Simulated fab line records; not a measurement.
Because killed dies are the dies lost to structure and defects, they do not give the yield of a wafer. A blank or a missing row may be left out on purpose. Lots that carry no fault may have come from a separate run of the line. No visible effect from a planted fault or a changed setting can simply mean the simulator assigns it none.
Matching of chambers / flow nandHarc / NHARC_A_STAIRCASE_CMP_152 on cmp-02: 4 sister chambers
The step polishes. 8 wafers are shown with their chamber, then 8 later ones without.

## WAFERS PAIRED WITH THEIR CHAMBERS
wafer=L209.6; chamber=2; motorCurrentA (A)=13.2
wafer=L216.3; chamber=3; motorCurrentA (A)=10.2
wafer=L216.5; chamber=1; motorCurrentA (A)=12.6
wafer=L216.6; chamber=2; motorCurrentA (A)=12.7
wafer=L220.1; chamber=3; motorCurrentA (A)=10.3
wafer=L220.3; chamber=1; motorCurrentA (A)=13.0
wafer=L220.4; chamber=0; motorCurrentA (A)=13.9
wafer=L223.1; chamber=0; motorCurrentA (A)=13.2

## WAFERS WITH NO CHAMBER GIVEN
wafer=L223.5; motorCurrentA (A)=12.8
wafer=L223.6; motorCurrentA (A)=12.8
wafer=L226.1; motorCurrentA (A)=10.4
wafer=L226.4; motorCurrentA (A)=13.6
wafer=L226.5; motorCurrentA (A)=12.6
wafer=L227.1; motorCurrentA (A)=10.7
wafer=L227.3; motorCurrentA (A)=12.5
wafer=L227.4; motorCurrentA (A)=12.7

## THE CHAMBER EACH PASSED THROUGH
wafer=L223.5; from the rows above=can't be placed: 1 or 2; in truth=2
wafer=L223.6; from the rows above=can't be placed: 1 or 2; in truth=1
wafer=L226.1; from the rows above=3; in truth=3
wafer=L226.4; from the rows above=can't be placed: 0 or 2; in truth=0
wafer=L226.5; from the rows above=can't be placed: 1 or 2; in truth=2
wafer=L227.1; from the rows above=3; in truth=3
wafer=L227.3; from the rows above=can't be placed: 1 or 2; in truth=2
wafer=L227.4; from the rows above=can't be placed: 1 or 2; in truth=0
Correct placement for 2 of the 8. Can't be placed from these rows: 6 (the true chamber is among the candidates in 5). Number placed wrongly: 0.
How it was worked out, from the rows above alone: a wafer's distance from a chamber is the root of the sum, over the readings, of the square of ((its reading less the chamber's mean) divided by the reading's scatter). If the next closest chamber is less than 2 further off than the closest, the wafer can't be placed; otherwise it belongs to the closest. For every chamber, the mean is computed from those of its wafers that are shown. The scatter is the square root of a quotient: the sum, over the shown wafers, of each reading's squared deviation from its chamber's mean, divided by wafers minus chambers.
